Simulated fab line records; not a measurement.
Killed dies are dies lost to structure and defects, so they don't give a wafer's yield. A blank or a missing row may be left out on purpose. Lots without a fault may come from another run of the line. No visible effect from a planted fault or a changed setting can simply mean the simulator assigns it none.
Struck lot and sound lot, side by side + flow nand harc + 17 out of 1302 route steps
Sound: wafers L640.1, L640.2, L640.4. The struck wafers were L646.3, L646.4, L646.5. Last of all comes the cause.
Order at every step that has rows: each side's tool, ch and its chambers, its first start. Under that, the readings that differ: sound wafers + struck wafers + difference of the means + sigmas: that difference in standard deviations of wafers without a fault.
alike: readings whose means differ by less than 2 such deviations, and words and numbers that are the same on both sides. not compared: withheld readings, readings that some wafer has no value for, bounds like >300 that may hide the same value, and numbers for which the record gives no deviation and whose values overlap.
A row with sigmas, a row that says differs or no value, or rows on one side alone: a step with any of these is where the two part. When numbers do not overlap yet have no deviation, they are printed without sigmas and do not part them. Lack of a reading on every wafer of one side parts them only where that side has two or more wafers.

NHARC_A_M1_INSPECT_11:
  struck on defect inspect-02, day 26 12:39; sound on defect inspect-02, day 24 00:56
  alike: raw defect count
NHARC_A_M1_DESCUM_14: chemistry O2, time 3 s.
  sound on rie diel-01 ch 0,1,2, day 24 00:59; struck on rie diel-01 ch 1,2,3, day 26 12:43
  alike: chamber pressure mTorr, drypump motor current A, oes product au, rf vpp V, showerhead plenum p Torr, throttle valve pct
  not compared: rf hours counter h
then, 1 step without rows for these wafers: NHARC_A_M1_ETCH_35 (etches the open film in N2/H2, target depth 40 nm, overetch 12 nm, time 43.94 s).
NHARC_A_M1_ETCH_15: etches the open film in C4F8/Ar, target depth 182.5 nm, time 91.2 s.
  sound: rie diel-01 ch 0,1; struck: rie diel-01 ch 0,2,3
  alike: chamber pressure mTorr, oes product au, rf vpp V
  not compared: rf hours counter h
NHARC_A_M1_CD_MEAS_16:
  struck on cd sem-01, day 26 13:01; sound on cd sem-03, day 24 01:20
  alike: cd nm
NHARC_A_M1_STRIP_18: strips in N2/H2.
  sound on rie diel-10 ch 0,1,2, day 24 01:25; struck on rie diel-11 ch 0,1,3, day 26 13:10
  alike: chamber pressure mTorr, drypump motor current A, oes product au, rf vpp V, showerhead plenum p Torr, throttle valve pct
  not compared: rf hours counter h
then, 5 steps without rows for these wafers: NHARC_A_M1_ETCH_28 (etches the open film in CF4/N2, target depth 30 nm, time 72.99 s); NHARC_A_M1_STRIP_19 (strips in post etch residue remover, time 600 s); NHARC_A_M1_DEGAS_29 (time 60 s); NHARC_A_M1_PRE_CLEAN_30 (time 30 s); NHARC_A_M1_PVD_20 (deposits TaN, target thk 5 nm, time 8.06 s).
NHARC_A_M1_PVD_21: deposits Cu, target thk 30 nm, time 20.49 s.
  sound on pvd sputter-02; struck on pvd sputter-01
  alike: throttle valve pct
NHARC_A_M1_ECD_22: material Cu, target thk 400 nm.
  sound on ecd cu-01 ch 0,1, day 24 02:25; struck on ecd cu-02 ch 0,1, day 26 14:16
  no value came back on the struck wafers for bath heat duty pct (%), bath temp c (C); on the sound wafers bath heat duty pct (%) reads 5.6 6.5 6.8
NHARC_A_M1_ANNEAL_31: time 90 s.
  sound on rtp anneal-02 ch 0, day 24 02:48; struck on rtp anneal-01 ch 0, day 26 14:38
  alike: wafer_temp_C_max
NHARC_A_M1_CMP_23: polishes, t overpolish 20 s, target thk 154.34 nm.
  sound on cmp-02 ch 1,2,3, day 24 03:09; struck on cmp-03 ch 1,2,3, day 26 14:53
| reading                | sound          | struck      | difference | sigmas |
|------------------------|----------------|-------------|------------|--------|
| time to endpoint s (s) | 28.4 27.8 29.1 | 1.2 1.5 3.4 | -26.4      | -13    |
  alike: motor current A, slurry flow ml min
NHARC_A_M1_THK_MEAS_24: measures by xrf.
  struck on film metro-02, day 26 15:12; sound on film metro-01, day 24 03:28
| reading     | sound             | struck         | difference | sigmas |
|-------------|-------------------|----------------|------------|--------|
| thk nm (nm) | 153.4 153.5 153.4 | 29.8 29.9 29.8 | -123.6     | -95    |
then, 1 step without rows for these wafers: NHARC_A_M1_SRD_25.

== WHERE THEY PART ==
At NHARC_A_M1_ECD_22 first; at NHARC_A_M1_THK_MEAS_24 last (within this record only).

WHY: what the simulator had put in
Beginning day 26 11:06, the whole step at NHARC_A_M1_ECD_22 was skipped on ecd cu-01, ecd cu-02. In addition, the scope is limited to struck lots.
